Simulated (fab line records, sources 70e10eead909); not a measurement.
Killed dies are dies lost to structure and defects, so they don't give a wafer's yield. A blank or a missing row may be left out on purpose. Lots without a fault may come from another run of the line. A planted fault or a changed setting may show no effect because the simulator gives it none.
Problem report in the 8D (eight disciplines) form, filled by code | flow nand_harc | the parts of the form that need people (team, actions taken, sign-off) are left out

1. THE PROBLEM
cd_nm at NHARC_P_M1_CD_MEAS_09 reads a mean of 133.7 nm on 3 wafers of 2 lots; wafers without a fault read 129.8 nm with a standard deviation of 0.48. That is +8.1 standard deviations from the usual mean.
The step: target cd 130 nm.
First seen on wafer L194.1, day 9 08:09, on cd_sem-02. The record holds 36 wafers of 12 lots with a number at this step. Rule for "out", or "out of limits": more than 4 standard deviations from the usual mean. The other wafers with a number count as sound.

2. WHAT IT IS AND WHAT IT IS NOT
question                    | is                     | is not
which readings at this step | cd_nm                  | -
which lots                  | L194, L195             | L187, L188, L190, L199, L203, L204, L205, L206, L207, L209
which wafers of those lots  | L194.1, L194.5, L195.1 | L194.3, L195.2, L195.3
read on which gauges        | cd_sem-02, cd_sem-03   | cd_sem-01
when                        | from day 9 08:09       | up to then (10 sound wafers); but 23 sound wafers of L195, L199, L203, L204, L205, L206, L207, L209 came after

3. SUSPECTS, AND WHAT RULES EACH OUT
Counting: a tool at a process step up to the reading stays a suspect if it ran every lot that is out. Sound lots after the first of them don't rule it out here, since some wafers of a struck lot are sound.
- the gauge at NHARC_P_M1_CD_MEAS_09: ruled out. The wafers that are out were read on 2 gauges (cd_sem-02, cd_sem-03).
- pvd_sputter-02 at NHARC_P_M0_DEGAS_28 (time 60 s): kept. It ran every lot that is out, first L194 (day 9 01:18); its last sound lot up to then is L190 (day 7 06:32).
- pecvd-02 at NHARC_P_M0_PRE_CLEAN_31 (time 12 s): kept. It ran every lot that is out, first L194 (day 9 02:56); its last sound lot up to then is L188 (day 6 13:11).
- arfi_scanner-03 at NHARC_P_M1_EXPOSE_06 (exposes mask P M1, target cd 130 nm): kept. It ran every lot that is out, first L194 (day 9 08:00); its last sound lot up to then is L188 (day 6 14:14).
Left after counting: pvd_sputter-02 at NHARC_P_M0_DEGAS_28, pecvd-02 at NHARC_P_M0_PRE_CLEAN_31, arfi_scanner-03 at NHARC_P_M1_EXPOSE_06.

4. THE CAUSE (what the simulator had put in)
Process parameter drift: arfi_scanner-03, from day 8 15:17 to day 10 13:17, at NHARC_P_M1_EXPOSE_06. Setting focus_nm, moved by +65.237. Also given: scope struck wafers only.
Counting left 3 suspects, and this tool is among them.

5. THE CHAIN OF EFFECTS, in route order
Each row: a reading whose mean over the struck wafers that have a number lies more than 3 standard deviations from the usual. Only readings for which the record gives a usual standard deviation are gone through. hours: the time from each lot's start at the first step in this table that gives one to its start at this step, as a median over the lots. sigmas: the change in usual standard deviations.
hours | step                  | reading | usual    | on struck wafers | change | sigmas
0     | NHARC_P_M1_CD_MEAS_09 | cd_nm   | 129.8 nm | 133.7            | +3.9   | +8.1
Later measuring or inspecting steps at which every struck wafer that the step has a row for has a number for every such reading, and none has moved that far: NHARC_END_SORT_01.

6. WHAT WOULD HAVE CAUGHT IT SOONER
In this record the first reading out of limits at a measuring or inspecting step was taken at day 9 08:09, 17 hours after the fault began at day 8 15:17.
Of the tool readings at NHARC_P_M1_EXPOSE_06 for which the record gives a usual standard deviation, none was out on any struck wafer, so an alarm limit of 4 standard deviations on them would not have fired.
Of the lots that are out (2), L195 began NHARC_P_M1_EXPOSE_06 on arfi_scanner-03 after day 9 08:09. A hold on the tool at that time would have spared it.
